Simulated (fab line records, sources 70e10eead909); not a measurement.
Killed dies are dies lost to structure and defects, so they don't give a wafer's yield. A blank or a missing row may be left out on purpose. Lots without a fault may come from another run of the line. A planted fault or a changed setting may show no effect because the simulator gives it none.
fab line records | flow nand_harc
record lots=6 wafers=18 last_day=25
route steps=1159 shown A_SGD_CUT@773 A_SLIT@779 END@1159
lots that met no fault: from a run of the same line without faults
start_h: hours from the record's first day to the start of the lot's first wafer shown | wait_h: hours since the lot's step before | " the same as in the row above | L1.1+2: a row that stands for several wafers | - no value, or no start given | * or withheld: withheld | < > ~ a bound
route shown NAME@n: a module of which the file shows steps, and the number in the route of the first | usual: mean/standard deviation of fault-free wafers | same: alike in all rows | chamber/n: place in a boat | sites: the reading at each site | _std_site: their standard deviation | _edge_site: outer sites' mean less inner sites' | radius_mm: how far each site lies from the wafer's centre | mask NAME#n: copy n | behind: the tool/chamber that last shaped the wafer | hold: why the lot was held/for how many hours/how that ended | device: the transistor (n, p or np) that didn't switch | end of line: the same wafers' tests at the end of the route | a step without rows: its recipe alone | killed: dies lost to structure and defects at the first sort, not the wafer's yield | map: a wafer's dies, x killed, . not, _ none there
set.NAME: the setting as run; set.NAME@STEP: as run at that earlier step | model.NAME: the simulator's own value behind a step, which no gauge read
lots at some steps of the route; a table a step, a row a wafer
services: from which hour (start_h, from the record's first day; less than 0 if before it) a tool's chamber was out of use, for how many hours, and why
## steps
# step NHARC_A_SGD_CUT_THK_MEAS_22
# recipe thk_meas_gauge=ellipsometry
# usual thk_nm=147.4/1.5
# columns lot.wafer tool chamber start_h wait_h thk_nm
L894.1 film_metro-02 - 326.19 0.2 145.0
L894.2 " - " " 150.9
L894.3 " - " " 146.2
L897.1 film_metro-01 - 326.35 0.2 148.6
L897.2 " - " " 146.1
L897.4 " - " " 146.5
L905.3 film_metro-01 - 387.38 0.2 150.1
L905.4 " - " " 146.1
L905.5 " - " " 147.2
L908.2 film_metro-02 - 414.28 0.2 144.0
L908.3 " - " " 146.3
L908.6 " - " " 145.4
L912.1 film_metro-02 - 442.18 0.2 148.6
L912.3 " - " " 149.4
L912.6 " - " " 146.2
L915.1 film_metro-01 - 459.77 0.2 147.0
L915.2 " - " " 147.5
L915.4 " - " " 148.9
# step NHARC_A_SGD_CUT_SRD_23
# step NHARC_A_SGD_CUT_ETCH_26
# recipe target_depth_a=458 chemistry=dHF material=SiO2
# step NHARC_A_SGD_CUT_ETCHBACK_24
# recipe target_depth_a=500 over_etch_frac=0.3 time_s=92.857 ion_energy_ev=120 ch3f_flow_sccm=50 o2_flow_sccm=30 ar_flow_sccm=200 rf_w=500 bias_w=100 chemistry=CH3F/O2
# usual drypump_motor_current_A=5.6/0.33 oes_product_au=0.97/0.039 rf_vpp_V=244.6/1.6 showerhead_plenum_p_Torr=2.48/0.1 throttle_valve_pct=20.663/0.0093
# columns lot.wafer tool chamber start_h wait_h drypump_motor_current_A oes_product_au rf_hours_counter_h rf_vpp_V showerhead_plenum_p_Torr throttle_valve_pct
L894.1 rie_diel-01 0 326.42 0.1 5.3 0.99 0 244.2 2.54 20.691
L894.3 " 1 " " 5.7 1.00 0 246.2 2.53 20.654
L894.2 " 2 " " 5.4 1.01 0 245.3 2.45 20.664
L897.4 rie_diel-11 0 326.57 0.1 5.6 0.98 7 245.6 2.52 20.663
L897.1 " 1 " " 5.6 1.02 10 246.5 2.63 20.661
L897.2 " 2 " " 6.1 1.01 8 242.2 2.30 20.663
L905.4 rie_diel-01 1 387.62 0.1 5.7 0.91 7 246.4 2.53 20.645
L905.3 " 2 " " 5.4 0.94 7 244.8 2.44 20.659
L905.5 " 0 " " 5.3 0.92 - 247.6 2.54 20.664
L908.2 rie_diel-11 2 414.50 0.1 6.1 0.92 3 241.1 2.29 20.678
L908.3 " 3 " " 5.7 0.93 3 242.8 2.35 20.661
L908.6 " 2 " " 6.1 0.92 - 241.1 2.29 20.663
L912.3 rie_diel-04 0 442.40 0.1 6.2 0.93 13 247.0 2.63 20.676
L912.1 " 3 " " 5.8 0.90 13 244.7 2.49 20.662
L912.6 " 3 " " 5.8 0.92 - 244.2 2.49 20.668
L915.2 rie_diel-01 0 460.00 0.1 5.3 0.92 12 244.2 2.54 20.658
L915.1 " 2 " " 5.4 1.01 18 245.9 2.44 20.675
L915.4 " 3 " " 4.9 0.98 - 242.5 2.36 20.635
# step NHARC_A_SGD_CUT_STRIP_28
# recipe time_s=20 o2_flow_sccm=500 ar_flow_sccm=0 bias_w=0 chemistry=O2
# usual drypump_motor_current_A=5.6/0.33 oes_product_au=0.997/0.01 rf_vpp_V=57.8/0.89 showerhead_plenum_p_Torr=3.56/0.14 throttle_valve_pct=17.037/0.009
# columns lot.wafer tool chamber start_h wait_h drypump_motor_current_A oes_product_au rf_hours_counter_h rf_vpp_V showerhead_plenum_p_Torr throttle_valve_pct
L894.3 rie_diel-01 3 - - 4.9 0.998 0 57.5 3.39 17.028
L894.1 " 1 " " 5.7 1.004 0 57.6 3.63 17.027
L894.2 " 2 " " 5.4 1.007 0 57.2 3.51 17.042
L897.2 rie_diel-11 0 - - 5.6 1.001 7 58.7 3.61 17.034
L897.4 " 1 " " 5.6 1.014 10 57.8 3.77 17.056
L897.1 " 3 " " 5.8 1.018 10 56.9 3.38 17.044
L905.3 rie_diel-01 3 - - 4.9 0.985 6 57.5 3.39 17.053
L905.4 " 1 " " 5.7 0.990 7 58.7 3.63 17.034
L905.5 " 3 " " 4.9 0.998 - 56.8 3.39 17.058
L908.2 rie_diel-11 3 - - 5.7 0.994 3 57.3 3.38 17.032
L908.3 " 1 " " 5.6 0.989 2 57.8 3.77 17.039
L908.6 " 3 " " 5.8 0.995 - 55.9 3.38 17.035
L912.1 rie_diel-04 2 442.58 0.1 5.4 1.005 13 58.0 3.58 17.026
L912.3 " 3 " " 5.8 0.990 14 56.7 3.57 17.042
L912.6 " 0 " " 6.1 1.007 - 58.5 3.76 17.030
L915.2 rie_diel-01 2 460.17 0.2 5.4 1.003 18 56.6 3.50 17.035
L915.1 " 3 " " 4.9 0.994 16 57.3 3.39 17.030
L915.4 " 2 " " 5.4 1.001 - 58.0 3.50 17.042
# step NHARC_A_SGD_CUT_INSPECT_25
# usual raw_defect_count=294/85
# columns lot.wafer tool chamber start_h wait_h raw_defect_count
L894.1 defect_inspect-01 - 326.67 - 406
L894.2 " - " " 290
L894.3 " - " " 297
L897.1 defect_inspect-02 - 326.81 - 281
L897.2 " - " " 313
L897.4 " - " " 246
L905.3 defect_inspect-01 - 387.85 - 252
L905.4 " - " " 214
L905.5 " - " " 291
L908.2 defect_inspect-01 - 414.74 - 254
L908.3 " - " " 224
L908.6 " - " " 235
L912.1 defect_inspect-02 - 442.68 - 295
L912.3 " - " " 447
L912.6 " - " " 312
L915.1 defect_inspect-01 - 460.27 - 324
L915.2 " - " " 228
L915.4 " - " " 251
# step NHARC_A_SLIT_DEP_25
# recipe target_thk_a=2000 temp_c=400 pressure_torr=6.5 rf_w=900 teos_flow_sccm=161.4 flow_sccm=2650 target_thk_nm=200 gas=O2 material=SiO2
# usual flow_sccm=2650/7.4 heater_power_w=575/90 mfc_precursor_sccm=161.5/0.47 throttle_valve_pct=16.1/0.38
# columns lot.wafer tool chamber start_h wait_h flow_sccm heater_power_w mfc_precursor_sccm throttle_valve_pct
L894.2 pecvd-04 0 326.73 0.1 2646 647 161.2 16.4
L894.3 " 1 " " 2654 613 161.8 15.4
L894.1 " 2 " " 2641 449 161.2 16.0
L897.1 pecvd-01 1 326.89 0.1 2656 508 160.7 16.3
L897.2 " 0 " " 2659 655 161.7 16.2
L897.4 " 1 " " 2651 503 161.5 16.1
L905.3 pecvd-02 0 387.99 0.1 2659 691 162.0 16.3
L905.4 " 1 " " 2647 624 161.8 16.2
L905.5 " 0 " " 2654 669 162.2 16.2
L908.3 pecvd-01 2 414.81 0.1 2651 436 160.9 16.8
L908.2 " 0 " " 2640 609 160.8 16.1
L908.6 " 0 " " 2653 623 161.2 16.1
L912.3 pecvd-04 2 442.75 0.1 2648 442 161.2 16.1
L912.1 " 1 " " 2644 744 161.4 15.6
L912.6 " 2 " " 2656 455 160.9 16.0
L915.1 pecvd-04 2 460.41 0.1 2649 450 160.6 15.9
L915.2 " 0 " " 2630 570 160.9 15.6
L915.4 " 1 " " 2653 720 161.5 15.5
# step NHARC_A_SLIT_DEP_00
# recipe target_thk_a=32000 temp_c=400 material=aC
# usual throttle_valve_pct=35.000/0.0098
# columns lot.wafer tool chamber start_h wait_h throttle_valve_pct
L894.1 acl_dep-02 0 327.07 - 34.999
L894.2 " 0 " " 35.023
L894.3 " 0 " " 35.004
L897.1 acl_dep-01 0 327.23 - 35.002
L897.2 " 0 " " 35.018
L897.4 " 0 " " 34.998
L905.3 acl_dep-03 0 390.37 - 34.981
L905.4 " 0 " " 35.019
L905.5 " 0 " " 35.002
L908.2 acl_dep-01 0 417.30 - 34.997
L908.3 " 0 " " 34.980
L908.6 " 0 " " 35.000
L912.1 acl_dep-02 0 443.75 - 34.996
L912.3 " 0 " " 35.002
L912.6 " 0 " " 35.012
L915.1 acl_dep-03 0 461.65 - 35.005
L915.2 " 0 " " 34.990
L915.4 " 0 " " 35.001
# step NHARC_A_SLIT_DEP_23
# recipe target_thk_a=1000 target_thk_nm=100 temp_c=400 pressure_torr=3.5 flow_sccm=200 rf_w=350 material=SiON
# usual heater_power_w=782/88
# columns lot.wafer tool chamber start_h wait_h heater_power_w
L894.3 pecvd-02 2 329.06 1.0 819
L894.2 " 0 " " 839
L894.1 " 1 " " 752
L897.1 pecvd-02 2 329.23 1.7 809
L897.2 " 0 " " 710
L897.4 " 1 " " 682
L905.3 pecvd-04 1 391.76 1.1 945
L905.4 " 0 " " 895
L905.5 " 1 " " 952
L908.3 pecvd-02 0 418.96 1.0 874
L908.2 " 1 " " 765
L908.6 " 0 " " 893
L912.3 pecvd-02 2 445.79 1.1 805
L912.1 " 0 " " 850
L912.6 " 2 " " 668
L915.2 pecvd-02 0 463.66 1.4 889
L915.1 " 1 " " 789
L915.4 " 2 " " 731
# step NHARC_A_SLIT_DEHYDRATE_01
# recipe temp_c=150 time_s=120
# step NHARC_A_SLIT_HMDS_02
# recipe time_s=30
# step NHARC_A_SLIT_COAT_03
# recipe spin_rpm=1500 resist_thk_nm=90
# step NHARC_A_SLIT_SOFTBAKE_04
# recipe temp_c=105 time_s=55
# usual heater_power_total_W=188.45/0.13
# columns lot.wafer tool chamber start_h wait_h heater_power_total_W
L894.1 litho_track-04 0 329 - 188.43
L894.2 " 0 " " 188.64
L894.3 " 0 " " 188.50
L897.1 litho_track-01 0 329 - 188.32
L897.2 " 0 " " 188.35
L897.4 " 0 " " 188.74
L905.3 litho_track-01 0 391 - 183.71
L905.4 " 0 " " 183.68
L905.5 " 0 " " 183.91
L908.2 litho_track-01 0 419 - 183.97
L908.3 " 0 " " 183.90
L908.6 " 0 " " 183.83
L912.1 litho_track-04 0 446 - 188.24
L912.3 " 0 " " 188.39
L912.6 " 0 " " 188.47
L915.1 litho_track-06 0 463 - 188.31
L915.2 " 0 " " 188.30
L915.4 " 0 " " 188.31
# step NHARC_A_SLIT_EBR_05
# step NHARC_END_SORT_01
# recipe temp_c=25
# usual killed_at_array=27/11 killed_at_other=0.7/1.1 killed_at_periphery=3.6/2.4 killed_dies=32/11 killed_open=3.3/1.8 killed_short=2.1/1.5
# same gross_dies=677
# columns lot.wafer tool chamber start_h wait_h killed_at_array killed_at_other killed_at_periphery killed_dies killed_open killed_short
L894.1 prober-02 0 452.31 2.5 10 0 4 14 2 4
L894.2 prober-02 0 453.11 2.8 11 0 3 14 5 3
L894.3 prober-02 0 453.91 3.1 14 1 2 17 5 2
# killed by level:class
L894.1 A_CONTACT:chamber_film_flake=4 P_GATE:chamber_film_flake=2 A_CHANNEL_HOLE_D1:chamber_film_flake=2 P_M0:geometric_particle:short=1 P_M0:geometric_particle:open=1 A_ONON_D1:geometric_particle:short=1 A_CHANNEL_FILL_D1:geometric_particle:short=1 A_CHANNEL_FILL_D1:geometric_particle:open=1
L894.2 A_CHANNEL_FILL_D1:geometric_particle:open=2 P_GATE:chamber_film_flake=2 P_M0:geometric_particle:open=1 A_CHANNEL_FILL_D1:geometric_particle:short=1 A_STAIRCASE:geometric_particle:short=1 A_WL_FILL:geometric_particle:open=1 A_WL_FILL:geometric_particle:short=1 A_M0:geometric_particle:open=1
L894.3 A_CONTACT:chamber_film_flake=4 A_CHANNEL_HOLE_D1:chamber_film_flake=3 P_M0:geometric_particle:open=1 A_ONON_D1:geometric_particle:open=1 A_ONON_D1:geometric_particle:short=1 A_WL_FILL:geometric_particle:short=1 A_CONTACT:geometric_particle:open=1 A_M0:geometric_particle:open=1
## services
# columns tool chamber start_h hours kind
rie_diel-01 - 314.80 9.0 pm
rie_diel-01 0 314.80 9.0 vent_cycle
rie_diel-01 1 314.80 9.0 vent_cycle
rie_diel-01 2 314.80 9.0 vent_cycle
litho_track-04 - 316.00 7.0 pm
rie_diel-04 0 317.68 2.6 repair
rie_diel-11 0 320.51 2.8 repair
pecvd-02 - 334.29 13.0 pm
rie_diel-11 0 336.20 3.0 repair
acl_dep-02 - 351.26 13.0 pm
rie_diel-11 3 355.45 3.2 repair
pecvd-04 1 362.13 5.7 repair
rie_diel-11 - 366.50 9.0 pm
pecvd-04 - 376.36 13.0 pm
acl_dep-03 - 404.93 13.0 pm
rie_diel-01 0 417.19 1.7 repair
pecvd-01 - 418.32 13.0 pm
pecvd-02 - 422.12 0.9 repair
rie_diel-11 0 426.00 19.1 repair
rie_diel-04 1 436.02 14.3 repair
litho_track-01 - 443.00 7.0 pm
rie_diel-01 0 443.66 13.7 repair
rie_diel-01 1 457.88 3.1 repair
acl_dep-02 - 459.34 0.9 repair
## key
first_sign step=NHARC_A_SLIT_SOFTBAKE_04 reading=heater_power_total_W direction=down sigmas=35 usual=* struck=*
effect none on later readings
met_at NHARC_A_SLIT_SOFTBAKE_04
struck_wafers L905.3,L905.4,L905.5,L908.2,L908.3,L908.6
tester_left_out L905,L908
onset_between 329 391
fault kind=process_parameter_drift tool=litho_track-01 chamber=- onset_h=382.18 steps=NHARC_A_SLIT_SOFTBAKE_04 channel=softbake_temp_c offset=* shape=step end_h=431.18 acts_in=* stated=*
# tester_left_out: of these lots the tester's yield and bins aren't shown, on N5 and GAA mostly nor the transistor test; their killed dies are dies lost to structure and defects alone, not to doping, threshold or leakage, so they don't give the yield
